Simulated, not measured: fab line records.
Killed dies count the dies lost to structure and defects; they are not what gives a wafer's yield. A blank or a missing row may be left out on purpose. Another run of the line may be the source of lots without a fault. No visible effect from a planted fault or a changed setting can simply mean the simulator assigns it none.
fab line records + flow n5_finfet
[record]
- lots = 10
- wafers = 28
- last_day = 19
route steps=1938 shown MOL_CONTACT_COAG@573 BEOL_M4@1111 PASSIVATION@1936
lots untouched by any fault: they come from a run of this same line in which no faults occurred
start_h: start of the lot's first displayed wafer, in hours after the record's first day + wait_h: hours since the lot's step before + " repeats the value in the row above + L1.1+2: a row that stands for several wafers + - no value, or no start given + * or withheld: withheld + < > ~ a bound
route shown NAME@n: a module of which the file shows steps, and the number in the route of the first + usual: the fault-free wafers' mean and standard deviation + same: alike in all rows + chamber/n: place in a boat + sites: the reading at each site + _std_site: standard deviation across them + _edge_site: outer sites' mean less inner sites' + radius_mm: how far each site lies from the wafer's centre + mask NAME#n: copy n + behind: tool/chamber where the wafer was last shaped + hold: why the lot was held/for how many hours/how that ended + device: which transistor (n, p or np) failed to switch + end of line: the route-end tests of the same wafers + a step with no rows: only its recipe + killed: dies that structure and defects cost at the first sort, which is not the same as the wafer's yield + map: the dies of a wafer, with x for killed, . for not killed, _ for no die there
set.NAME: the setting that was run; set.NAME@STEP: the one run at that earlier step + model.NAME: the simulator's own value behind a step, which no gauge read
steps of the route over a sample of lots; a table a step, a row a wafer
services: from which hour (start_h, from the record's first day; less than 0 if before it) a tool's chamber was out of use, for how many hours, and why
[[steps]]
[step N5_MOL_CONTACT_COAG_CD_MEAS_84]
[recipe]
- target_cd_nm = 25.1
- landing_energy_ev = 500
- detector = se_inlens
- polarity = opening
[usual]
- cd_nm = 25.11/0.23
[same]
- landing_energy_ev = 500
| lot.wafer | tool      | chamber | start_h | wait_h | cd_nm |
|-----------|-----------|---------|---------|--------|-------|
| L555.4    | cd_sem-02 | 0       | 123.13  | -      | 24.98 |
| L555.5    | "         | 0       | "       | "      | 25.28 |
| L555.6    | "         | 0       | "       | "      | 24.96 |
| L557.5    | cd_sem-01 | 0       | 132.56  | -      | 25.47 |
| L557.6    | "         | 0       | "       | "      | 25.32 |
| L560.2    | cd_sem-03 | 0       | 146.12  | -      | 25.11 |
| L560.3    | "         | 0       | "       | "      | 25.20 |
| L566.1    | cd_sem-03 | 0       | 186.93  | -      | 25.57 |
| L566.3    | "         | 0       | "       | "      | 25.62 |
| L566.4    | "         | 0       | "       | "      | 25.47 |
| L570.2    | cd_sem-02 | 0       | 214.47  | -      | 24.89 |
| L570.3    | "         | 0       | "       | "      | 24.63 |
| L570.5    | "         | 0       | "       | "      | 25.19 |
| L571.1    | cd_sem-02 | 0       | 214.64  | -      | 24.62 |
| L571.2    | "         | 0       | "       | "      | 25.11 |
| L571.6    | "         | 0       | "       | "      | 25.05 |
| L572.2    | cd_sem-02 | 0       | 224.50  | -      | 25.08 |
| L572.5    | "         | 0       | "       | "      | 25.21 |
| L572.6    | "         | 0       | "       | "      | 24.85 |
| L573.1    | cd_sem-02 | 0       | 227.60  | -      | 25.07 |
| L573.2    | "         | 0       | "       | "      | 25.19 |
| L573.3    | "         | 0       | "       | "      | 25.40 |
| L574.1    | cd_sem-01 | 0       | 235.65  | -      | 25.08 |
| L574.2    | "         | 0       | "       | "      | 25.05 |
| L574.6    | "         | 0       | "       | "      | 25.46 |
| L575.1    | cd_sem-02 | 0       | 238.00  | -      | 25.31 |
| L575.3    | "         | 0       | "       | "      | 25.20 |
| L575.5    | "         | 0       | "       | "      | 25.49 |
[step N5_MOL_CONTACT_COAG_OVL_MEAS_85]
[recipe]
- points_per_wafer = 522
[usual]
- VG_OVL = 0.0/0.6
| lot.wafer | tool       | chamber | start_h | wait_h | VG_OVL[nm] |
|-----------|------------|---------|---------|--------|------------|
| L555.4    | overlay-01 | 0       | 123.17  | 0.0    | -1.3       |
| L555.5    | "          | 0       | "       | "      | -0.9       |
| L555.6    | "          | 0       | "       | "      | -1.6       |
| L557.5    | overlay-02 | 0       | 132.61  | 0.0    | 0.7        |
| L557.6    | "          | 0       | "       | "      | 0.8        |
| L560.2    | overlay-01 | 0       | 146.15  | 0.0    | -0.4       |
| L560.3    | "          | 0       | "       | "      | 1.2        |
| L566.1    | overlay-01 | 0       | 186.96  | 0.0    | 0.3        |
| L566.3    | "          | 0       | "       | "      | 0.1        |
| L566.4    | "          | 0       | "       | "      | 0.9        |
| L570.2    | overlay-02 | 0       | 214.50  | 0.0    | 0.2        |
| L570.3    | "          | 0       | "       | "      | -0.1       |
| L570.5    | "          | 0       | "       | "      | -0.4       |
| L571.1    | overlay-01 | 0       | 214.67  | 0.0    | 0.1        |
| L571.2    | "          | 0       | "       | "      | 0.5        |
| L571.6    | "          | 0       | "       | "      | 0.5        |
| L572.2    | overlay-01 | 0       | 224.53  | 0.0    | 1.0        |
| L572.5    | "          | 0       | "       | "      | -0.1       |
| L572.6    | "          | 0       | "       | "      | 0.8        |
| L573.1    | overlay-02 | 0       | 227.63  | 0.0    | -0.1       |
| L573.2    | "          | 0       | "       | "      | -0.6       |
| L573.3    | "          | 0       | "       | "      | -0.1       |
| L574.1    | overlay-01 | 0       | 235.68  | 0.0    | 0.8        |
| L574.2    | "          | 0       | "       | "      | -0.1       |
| L574.6    | "          | 0       | "       | "      | -0.2       |
| L575.1    | overlay-02 | 0       | 238.03  | 0.0    | -1.7       |
| L575.3    | "          | 0       | "       | "      | -0.7       |
| L575.5    | "          | 0       | "       | "      | -0.9       |
[step N5_MOL_CONTACT_COAG_ALD_131]
[recipe]
- material = SiO2
- target_thk_a = 50
- temp_c = 100
- ald_precursor_family = BDEAS
- ald_co_reactant = O2-plasma
- pulse_time_s = 1
- co_reactant_pulse_time_s = 1
- purge_time_s = 2
- co_reactant_purge_time_s = 2
- ald_cycles = 35
- pressure_torr = 2
[usual]
- ald_cycles = 35/0
- heater_power_w = 79/7.6
- precursor_pulse_height_rel = 1.000/0.019
| lot.wafer | tool       | chamber | start_h | wait_h | ald_cycles | heater_power_w | precursor_pulse_height_rel |
|-----------|------------|---------|---------|--------|------------|----------------|----------------------------|
| L555.4    | ald_sin-01 | 1       | 123.54  | 0.1    | 35         | 77             | 1.027                      |
| L555.5    | "          | 2       | "       | "      | 39         | 81             | 0.997                      |
| L555.6    | "          | 0       | "       | "      | 35         | 72             | 0.988                      |
| L557.5    | ald_sin-01 | 1       | 132.89  | 0.1    | 39         | 77             | 0.952                      |
| L557.6    | "          | 2       | "       | "      | 35         | 83             | 1.018                      |
| L560.2    | ald_sin-01 | 2       | 146.45  | 0.1    | 35         | 83             | 1.024                      |
| L560.3    | "          | 0       | "       | "      | 39         | 75             | 1.002                      |
| L566.1    | ald_sin-04 | 1       | 187.18  | 0.1    | 35         | 69             | 1.004                      |
| L566.3    | "          | 3       | "       | "      | 35         | 88             | 0.999                      |
| L566.4    | "          | 0       | "       | "      | 35         | 74             | 0.990                      |
| L570.2    | ald_sin-04 | 0       | 214.72  | 0.1    | 35         | 73             | 1.013                      |
| L570.3    | "          | 1       | "       | "      | 35         | 70             | 0.997                      |
| L570.5    | "          | 1       | "       | "      | 35         | 70             | 0.972                      |
| L571.1    | ald_sin-01 | 2       | 214.90  | 0.1    | 35         | 86             | 1.004                      |
| L571.2    | "          | 0       | "       | "      | 35         | 72             | 1.018                      |
| L571.6    | "          | 0       | "       | "      | 35         | 74             | 0.983                      |
| L572.2    | ald_sin-01 | 3       | 224.75  | 0.1    | 35         | 76             | 1.009                      |
| L572.5    | "          | 1       | "       | "      | 35         | 73             | 0.978                      |
| L572.6    | "          | 0       | "       | "      | 35         | 71             | 1.005                      |
| L573.1    | ald_sin-02 | 0       | 227.86  | 0.1    | 35         | 73             | 0.986                      |
| L573.2    | "          | 2       | "       | "      | 35         | 92             | 1.010                      |
| L573.3    | "          | 3       | "       | "      | 35         | 82             | 1.007                      |
| L574.1    | ald_sin-04 | 2       | 236.80  | 0.9    | 35         | 73             | 1.023                      |
| L574.2    | "          | 3       | "       | "      | 35         | 87             | 1.017                      |
| L574.6    | "          | 0       | "       | "      | 35         | 73             | 0.992                      |
| L575.1    | ald_sin-01 | 1       | 238.27  | 0.1    | 35         | 76             | 1.021                      |
| L575.3    | "          | 3       | "       | "      | 35         | 78             | 1.025                      |
| L575.5    | "          | 1       | "       | "      | 35         | 74             | 0.989                      |
[step N5_MOL_CONTACT_COAG_ETCHBACK_135]
[recipe]
- chemistry = CHF3
- target = SiO2
- target_depth_a = 250
- time_s = 16.7
- ion_energy_ev = 200
- pressure_mtorr = 30
- source_w = 610
- bias_w = 170
- Ar_flow_sccm = 200
- CHF3_flow_sccm = 50
[usual]
- drypump_motor_current_A = 5.6/0.59
- oes_product_au = 0.82/0.084
- rf_vpp_V = 521/9.7
- showerhead_plenum_p_Torr = 2.39/0.072
- throttle_valve_pct = 18.72/0.27
| lot.wafer | tool        | chamber | start_h | wait_h | drypump_motor_current_A | oes_product_au | rf_hours_counter_h | rf_vpp_V | showerhead_plenum_p_Torr | throttle_valve_pct |
|-----------|-------------|---------|---------|--------|-------------------------|----------------|--------------------|----------|--------------------------|--------------------|
| L555.4    | rie_diel-05 | 1       | 123.76  | 0.0    | 5.5                     | 0.74           | 162                | 517      | 2.48                     | 18.99              |
| L555.5    | "           | 2       | "       | "      | 6.6                     | 0.89           | -                  | 527      | 2.42                     | 18.42              |
| L555.6    | "           | 1       | "       | "      | 5.5                     | 0.74           | -                  | 518      | 2.48                     | 18.97              |
| L557.5    | rie_diel-03 | 3       | 133.13  | 0.0    | 5.1                     | 0.91           | -                  | 540      | 2.34                     | 18.45              |
| L557.6    | "           | 2       | "       | "      | 5.1                     | 0.88           | -                  | 529      | 2.35                     | 18.82              |
| L560.2    | rie_diel-04 | 3       | 146.84  | 0.0    | 6.2                     | 0.76           | 164                | 511      | 2.48                     | 18.95              |
| L560.3    | "           | 0       | "       | "      | 6.2                     | 0.73           | 180                | 511      | 2.39                     | 19.14              |
| L566.1    | rie_diel-03 | 2       | 187.49  | 0.0    | 5.1                     | 0.85           | 62                 | 529      | 2.34                     | 18.87              |
| L566.3    | "           | 0       | "       | "      | 5.7                     | 0.95           | 9                  | 510      | 2.54                     | 18.61              |
| L566.4    | "           | 1       | "       | "      | 4.7                     | 0.84           | 61                 | 536      | 2.32                     | 18.89              |
| L570.2    | rie_diel-04 | 1       | 215.04  | 0.0    | 6.3                     | 0.90           | 27                 | 526      | 2.45                     | 18.41              |
| L570.3    | "           | 0       | "       | "      | 6.2                     | 0.71           | 202                | 509      | 2.38                     | 19.15              |
| L570.5    | "           | 0       | "       | "      | 6.2                     | 0.71           | -                  | 509      | 2.38                     | 19.17              |
| L571.1    | rie_diel-05 | 2       | 215.20  | 0.0    | 6.6                     | 0.84           | 66                 | 528      | 2.40                     | 18.49              |
| L571.2    | "           | 0       | "       | "      | 5.1                     | 0.85           | 56                 | 521      | 2.42                     | 18.50              |
| L571.6    | "           | 1       | "       | "      | 5.5                     | 0.72           | -                  | 517      | 2.47                     | 19.05              |
| L572.2    | rie_diel-03 | 2       | 225.06  | 0.0    | 5.1                     | 0.83           | 75                 | 529      | 2.34                     | 18.86              |
| L572.5    | "           | 1       | "       | "      | 4.7                     | 0.83           | -                  | 535      | 2.32                     | 18.93              |
| L572.6    | "           | 0       | "       | "      | 5.7                     | 0.92           | -                  | 509      | 2.53                     | 18.65              |
| L573.1    | rie_diel-05 | 2       | 228.16  | 0.0    | 6.6                     | 0.82           | 71                 | 528      | 2.40                     | 18.49              |
| L573.2    | "           | 0       | "       | "      | 5.1                     | 0.84           | 60                 | 522      | 2.41                     | 18.50              |
| L573.3    | "           | 3       | "       | "      | 5.7                     | 0.81           | 74                 | 517      | 2.30                     | 18.43              |
| L574.1    | rie_diel-03 | 0       | 237.24  | 0.0    | 5.7                     | 0.91           | 25                 | 510      | 2.53                     | 18.67              |
| L574.2    | "           | 1       | "       | "      | 4.7                     | 0.82           | 77                 | 536      | 2.32                     | 18.94              |
| L574.6    | "           | 2       | "       | "      | 5.0                     | 0.84           | -                  | 530      | 2.34                     | 18.87              |
| L575.1    | rie_diel-03 | 0       | 238.57  | 0.0    | 5.7                     | 0.91           | 25                 | 510      | 2.53                     | 18.65              |
| L575.3    | "           | 1       | "       | "      | 4.7                     | 0.83           | 78                 | 536      | 2.32                     | 18.94              |
| L575.5    | "           | 2       | "       | "      | 5.1                     | 0.84           | -                  | 530      | 2.34                     | 18.88              |
[step N5_BEOL_M4_RC_MEAS_101]
[usual]
- DIBL_N = 36.4/1.9
- DIBL_P = 35.8/2.1
- IOFF_N = 0.158/0.029
- IOFF_P = 0.21/0.035
- ION_N = 676/14
- ION_P = 465/9.7
- SS_N = 71.5/0.66
- SS_P = 73.4/0.7
- VT_N = 249.8/3
- VT_P = -250/3.3
| lot.wafer | tool      | chamber | start_h | wait_h | DIBL_N[mV/V] | DIBL_P[mV/V] | IOFF_N[nA/um] | IOFF_P[nA/um] | ION_N[uA/um] | ION_P[uA/um] | SS_N[mV/dec] | SS_P[mV/dec] | VT_N[mV] | VT_P[mV] |
|-----------|-----------|---------|---------|--------|--------------|--------------|---------------|---------------|--------------|--------------|--------------|--------------|----------|----------|
| L555.4    | prober-01 | 0       | 209.79  | 0.5    | 37.6         | 38.6         | 0.163         | 0.19          | 661          | 446          | 70.9         | 73.8         | 250.5    | -253     |
| L555.5    | "         | 0       | "       | "      | 35.9         | 36.5         | 0.137         | 0.17          | 650          | 443          | 71.0         | 73.6         | 253.8    | -256     |
| L555.6    | "         | 0       | "       | "      | 36.8         | 36.9         | 0.157         | 0.17          | 659          | 446          | 71.7         | 73.1         | 250.6    | -257     |
| L557.5    | prober-01 | 0       | 226.62  | 0.6    | 37.0         | 34.8         | 0.145         | 0.22          | 664          | 462          | 71.4         | 73.2         | 250.7    | -247     |
| L557.6    | "         | 0       | "       | "      | 34.0         | 31.5         | 0.107         | 0.18          | 661          | 461          | 70.4         | 72.1         | 254.0    | -250     |
| L560.2    | prober-02 | 0       | 242.38  | 0.2    | 35.5         | 34.6         | 0.140         | 0.20          | 680          | 470          | 71.7         | 72.9         | 253.1    | -252     |
| L560.3    | "         | 0       | "       | "      | 33.3         | 32.6         | 0.110         | 0.17          | 675          | 465          | 70.9         | 72.2         | 255.0    | -251     |
| L566.1    | prober-01 | 0       | 282.14  | 0.0    | 36.4         | 36.5         | 0.190         | 0.23          | 687          | 469          | 71.2         | 73.5         | 245.3    | -252     |
| L566.3    | "         | 0       | "       | "      | 36.7         | 37.1         | 0.190         | 0.23          | 686          | 462          | 71.8         | 73.0         | 244.6    | -249     |
| L566.4    | "         | 0       | "       | "      | 36.3         | 34.9         | 0.168         | 0.19          | 662          | 455          | 71.9         | 72.3         | 247.2    | -251     |
| L570.2    | prober-02 | 0       | 306.54  | 0.3    | 35.8         | 34.8         | 0.155         | 0.21          | 671          | 469          | 71.1         | 73.4         | 250.0    | -249     |
| L570.3    | "         | 0       | "       | "      | 35.2         | 34.1         | 0.142         | 0.19          | 666          | 459          | 71.3         | 73.4         | 251.1    | -248     |
| L570.5    | "         | 0       | "       | "      | 34.1         | 31.6         | 0.117         | 0.16          | 656          | 448          | 71.0         | 72.0         | 250.5    | -251     |
| L571.1    | prober-02 | 0       | 324.59  | 0.0    | 37.4         | 37.4         | 0.166         | 0.20          | 686          | 465          | 72.2         | 73.7         | 249.1    | -254     |
| L571.2    | "         | 0       | "       | "      | 34.5         | 32.9         | 0.117         | 0.15          | 664          | 452          | 71.0         | 72.8         | 253.6    | -256     |
| L571.6    | "         | 0       | "       | "      | 38.1         | 38.2         | 0.185         | 0.22          | 688          | 465          | 71.3         | 73.6         | 248.7    | -253     |
| L573.1    | prober-01 | 0       | 329.04  | 0.0    | 36.4         | 37.0         | 0.159         | 0.23          | 691          | 473          | 70.7         | 73.3         | 250.1    | -250     |
| L573.2    | "         | 0       | "       | "      | 37.4         | 37.0         | 0.168         | 0.22          | 676          | 466          | 71.6         | 73.9         | 248.1    | -250     |
| L573.3    | "         | 0       | "       | "      | 35.7         | 35.5         | 0.139         | 0.21          | 679          | 472          | 71.5         | 73.3         | 253.4    | -250     |
| L572.2    | prober-02 | 0       | 329.41  | 0.2    | 38.4         | 37.8         | 0.196         | 0.23          | 676          | 461          | 72.1         | 73.7         | 247.2    | -247     |
| L572.5    | "         | 0       | "       | "      | 35.8         | 33.4         | 0.134         | 0.17          | 666          | 454          | 70.3         | 72.7         | 250.9    | -251     |
| L572.6    | "         | 0       | "       | "      | 39.0         | 37.1         | 0.208         | 0.23          | 665          | 457          | 72.7         | 73.9         | 247.2    | -250     |
| L574.1    | prober-02 | 0       | 334.96  | 0.0    | 37.2         | 37.9         | 0.162         | 0.22          | 671          | 459          | 72.3         | 73.8         | 250.7    | -250     |
| L574.2    | "         | 0       | "       | "      | 35.6         | 36.8         | 0.142         | 0.20          | 679          | 464          | 71.2         | 72.9         | 250.5    | -249     |
| L574.6    | "         | 0       | "       | "      | 36.6         | 37.2         | 0.151         | 0.22          | 670          | 461          | 71.8         | 73.7         | 252.0    | -248     |
| L575.1    | prober-01 | 0       | 346.11  | 0.0    | 33.6         | 33.7         | 0.126         | 0.18          | 668          | 463          | 72.0         | 72.9         | 252.8    | -250     |
| L575.3    | "         | 0       | "       | "      | 31.6         | 31.8         | 0.110         | 0.16          | 667          | 462          | 70.6         | 72.2         | 253.3    | -254     |
| L575.5    | "         | 0       | "       | "      | 30.2         | 30.0         | 0.091         | 0.14          | 652          | 455          | 70.8         | 71.9         | 257.4    | -254     |
[step N5_PASSIVATION_PROBE_49]
[usual]
- defect_limited_yield = 91.3/1.3
- killed_at_M0_to_M3 = 34/9.1
- killed_at_M4_up = 14/5.6
- killed_at_contacts = 13/5.9
- killed_at_front_end = 39/11
- killed_at_other = 3.6/3
- killed_dies = 102/16
- killed_open = 68/12
- killed_short = 33/7.3
- sort_bin_5_function = 5.2/0.89
- sort_bin_6_memory = 3.2/0.68
- sort_n_pass = 1078/16
- sort_yield_pct = 91.3/1.3
[same]
- gross_dies = 1180
- killed_at_back_side = 0
- sort_bin_4_leakage[%] = 0
- sort_bin_8_speed[%] = 0
| lot.wafer | tool      | chamber | start_h | wait_h | defect_limited_yield[%] | killed_at_M0_to_M3 | killed_at_M4_up | killed_at_contacts | killed_at_front_end | killed_at_other | killed_dies | killed_open | killed_short | sort_bin_5_function[%] | sort_bin_6_memory[%] | sort_n_pass | sort_yield_pct[%] |
|-----------|-----------|---------|---------|--------|-------------------------|--------------------|-----------------|--------------------|---------------------|-----------------|-------------|-------------|--------------|------------------------|----------------------|-------------|-------------------|
| L560.2    | prober-01 | -       | 347.32  | 0.1    | 91.5                    | 42                 | 20              | 14                 | 24                  | 0               | 100         | 71          | 28           | 4.5                    | 3.9                  | 1080        | 91.5              |
| L560.3    | prober-01 | -       | 347.37  | 0.1    | 90.0                    | 58                 | 13              | 10                 | 30                  | 7               | 118         | 79          | 39           | 5.8                    | 4.1                  | 1062        | 90.0              |
| L566.1    | prober-01 | -       | 397.93  | 0.0    | 90.7                    | 53                 | 21              | 4                  | 30                  | 2               | 110         | 70          | 39           | 5.4                    | 3.4                  | 1070        | 90.7              |
| L566.4    | prober-01 | -       | 398.08  | 0.2    | 90.7                    | 42                 | 18              | 12                 | 29                  | 9               | 110         | 79          | 28           | 5.8                    | 3.1                  | 1070        | 90.7              |
| L572.2    | prober-02 | -       | 439.32  | 0.1    | 91.6                    | 49                 | 7               | 13                 | 27                  | 3               | 99          | 73          | 24           | 4.4                    | 3.8                  | 1081        | 91.6              |
| L572.5    | prober-02 | -       | 439.47  | 0.2    | 92.4                    | 23                 | 11              | 15                 | 38                  | 3               | 90          | 68          | 21           | 4.9                    | 2.5                  | 1090        | 92.4              |
| L572.6    | prober-02 | -       | 439.52  | 0.3    | 92.2                    | 27                 | 7               | 28                 | 23                  | 7               | 92          | 59          | 33           | 4.5                    | 3.0                  | 1088        | 92.2              |
| L571.1    | prober-01 | -       | 439.81  | 0.0    | 91.5                    | 14                 | 17              | 15                 | 51                  | 3               | 100         | 62          | 38           | 5.2                    | 3.1                  | 1080        | 91.5              |
| L571.2    | prober-01 | -       | 439.86  | 0.1    | 91.5                    | 26                 | 10              | 12                 | 51                  | 1               | 100         | 42          | 56           | 5.3                    | 2.5                  | 1080        | 91.5              |
| L571.6    | prober-01 | -       | 440.06  | 0.3    | 93.0                    | 19                 | 18              | 17                 | 28                  | 1               | 83          | 53          | 28           | 3.7                    | 3.1                  | 1097        | 93.0              |
// killed by level:class
L560.2 BEOL_M3:geometric_particle:open=11 MOL_CONTACT_COAG:geometric_particle:open=10 BEOL_M1:geometric_particle:open=10 BEOL_M2:geometric_particle:open=8 BEOL_M5:geometric_particle:open=7 GATE_CUT:geometric_particle:short=6 BEOL_M4:geometric_particle:open=5 MOL_CONTACT_COAG:geometric_particle:short=4
L560.3 BEOL_M0_SAQP:geometric_particle:short=14 BEOL_M1:geometric_particle:open=13 BEOL_M0_SAQP:geometric_particle:open=10 MOL_CONTACT_COAG:geometric_particle:open=8 STI_FIN_REVEAL:geometric_particle:open=7 BEOL_M3:geometric_particle:open=7 BEOL_M4:geometric_particle:open=5 BEOL_M2:geometric_particle:open=5
L566.1 BEOL_M0_SAQP:geometric_particle:open=17 BEOL_M0_SAQP:geometric_particle:short=14 BEOL_M4:geometric_particle:open=13 FIN_SAQP:geometric_particle:open=6 FIN_SAQP:geometric_particle:short=6 BEOL_M2:geometric_particle:open=6 BEOL_M1:geometric_particle:open=4 BEOL_M2:geometric_particle:short=4
L566.4 BEOL_M0_SAQP:geometric_particle:open=14 MOL_CONTACT_COAG:geometric_particle:open=12 BEOL_M4:geometric_particle:open=11 BEOL_M2:geometric_particle:open=8 BEOL_M3:geometric_particle:open=6 STI_FIN_REVEAL:geometric_particle:open=4 BEOL_M0_SAQP:geometric_particle:short=4 FIN_SAQP:geometric_particle:open=3
L572.2 BEOL_M2:geometric_particle:open=18 BEOL_M3:geometric_particle:open=13 MOL_CONTACT_COAG:geometric_particle:open=12 STI_FIN_REVEAL:geometric_particle:open=8 FIN_SAQP:geometric_particle:short=7 BEOL_M0_SAQP:geometric_particle:open=6 BEOL_M1:geometric_particle:open=4 BEOL_M3:geometric_particle:short=4
L572.5 MOL_CONTACT_COAG:geometric_particle:open=13 FIN_SAQP:geometric_particle:open=10 STI_FIN_REVEAL:geometric_particle:open=7 BEOL_M4:geometric_particle:open=6 BEOL_M1:geometric_particle:open=6 FIN_SAQP:geometric_particle:short=5 ILD0:geometric_particle:open=4 BEOL_M0_SAQP:geometric_particle:open=4
L572.6 MOL_CONTACT_COAG:geometric_particle:open=24 BEOL_M3:geometric_particle:open=8 BEOL_M0_SAQP:geometric_particle:short=5 FIN_SAQP:geometric_particle:open=4 ILD0:geometric_particle:open=4 MOL_CONTACT_COAG:geometric_particle:short=4 BEOL_M1:geometric_particle:open=4 STARTING-WAFER:geometric_particle:short=4
L571.1 FIN_SAQP:geometric_particle:short=18 MOL_CONTACT_COAG:geometric_particle:open=12 FIN_SAQP:geometric_particle:open=11 BEOL_M5:geometric_particle:open=8 GATE_CUT:geometric_particle:open=5 BEOL_M1:geometric_particle:open=4 STI_FIN_REVEAL:geometric_particle:open=4 GATE_CUT:geometric_particle:short=4
L571.2 FIN_SAQP:geometric_particle:short=24 MOL_CONTACT_COAG:geometric_particle:short=12 FIN_SAQP:geometric_particle:open=8 BEOL_M1:geometric_particle:open=8 BEOL_M0_SAQP:geometric_particle:short=6 BEOL_M0_SAQP:geometric_particle:open=4 BEOL_M5:geometric_particle:open=4 STI_FIN_REVEAL:geometric_particle:short=3
L571.6 MOL_CONTACT_COAG:geometric_particle:open=11 BEOL_M5:geometric_particle:open=10 FIN_SAQP:geometric_particle:short=9 BEOL_M0_SAQP:geometric_particle:open=5 MOL_CONTACT_COAG:geometric_particle:short=5 BEOL_M0_SAQP:geometric_particle:short=5 BEOL_M1:geometric_particle:open=4 STARTING-WAFER:geometric_particle:short=4
[[services]]
| tool        | chamber | start_h | hours | kind                          |
|-------------|---------|---------|-------|-------------------------------|
| rie_diel-04 | 1       | 120.51  | -     | clean                         |
| rie_diel-04 | 1       | 120.51  | -     | consumable_replace:focus_ring |
| ald_sin-02  | 2       | 121.53  | 6.1   | repair                        |
| ald_sin-01  | 3       | 122.03  | 7.9   | repair                        |
| rie_diel-03 | 0       | 134.87  | -     | clean                         |
| rie_diel-03 | 0       | 134.87  | -     | consumable_replace:focus_ring |
| rie_diel-03 | 0       | 134.87  | -     | consumable_replace:showerhead |
| rie_diel-03 | 0       | 134.87  | 27.9  | scheduled_down                |
| rie_diel-03 | 0       | 134.87  | 27.9  | vent_cycle                    |
| rie_diel-04 | 0       | 147.84  | 10.7  | repair                        |
| ald_sin-02  | 1       | 175.63  | 16.9  | repair                        |
| ald_sin-01  | -       | 178.88  | 14.0  | pm                            |
| ald_sin-01  | 0       | 178.88  | 14.0  | vent_cycle                    |
| ald_sin-01  | 1       | 178.88  | 14.0  | vent_cycle                    |
| ald_sin-01  | 2       | 178.88  | 14.0  | vent_cycle                    |
| ald_sin-01  | 3       | 178.88  | 14.0  | vent_cycle                    |
| ald_sin-01  | 0       | 192.88  | -     | clean                         |
| ald_sin-01  | 1       | 192.88  | -     | clean                         |
| ald_sin-01  | 2       | 192.88  | -     | clean                         |
| ald_sin-01  | 3       | 192.88  | -     | clean                         |
| ald_sin-01  | -       | 210.40  | 4.3   | pm                            |
| rie_diel-04 | 2       | 224.75  | 4.2   | repair                        |
| rie_diel-04 | 1       | 232.41  | 6.1   | repair                        |
| ald_sin-04  | 1       | 236.64  | 6.2   | repair                        |
[[key]]
[first_sign]
- step = N5_MOL_CONTACT_COAG_ALD_131
- reading = ald_cycles
- direction = up
- sigmas = 99+
- usual = *
- struck = *
effect none on later readings
met_at N5_MOL_CONTACT_COAG_ALD_131
struck_lots L555,L557,L560
struck_wafers L555.5,L557.5,L560.3
not_acting_at N5_MOL_CONTACT_COAG_CD_MEAS_84,N5_MOL_CONTACT_COAG_OVL_MEAS_85,N5_MOL_CONTACT_COAG_ETCHBACK_135
[fault]
- kind = process_parameter_drift
- tool = ald_sin-01
- chamber = -
- onset_h = 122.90
- steps = N5_MOL_CONTACT_COAG_ALD_131
- channel = ald_cycles
- offset = *
- shape = step
- end_h = 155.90
- scope = struck_wafers_only
- acts_in = *
- stated = *
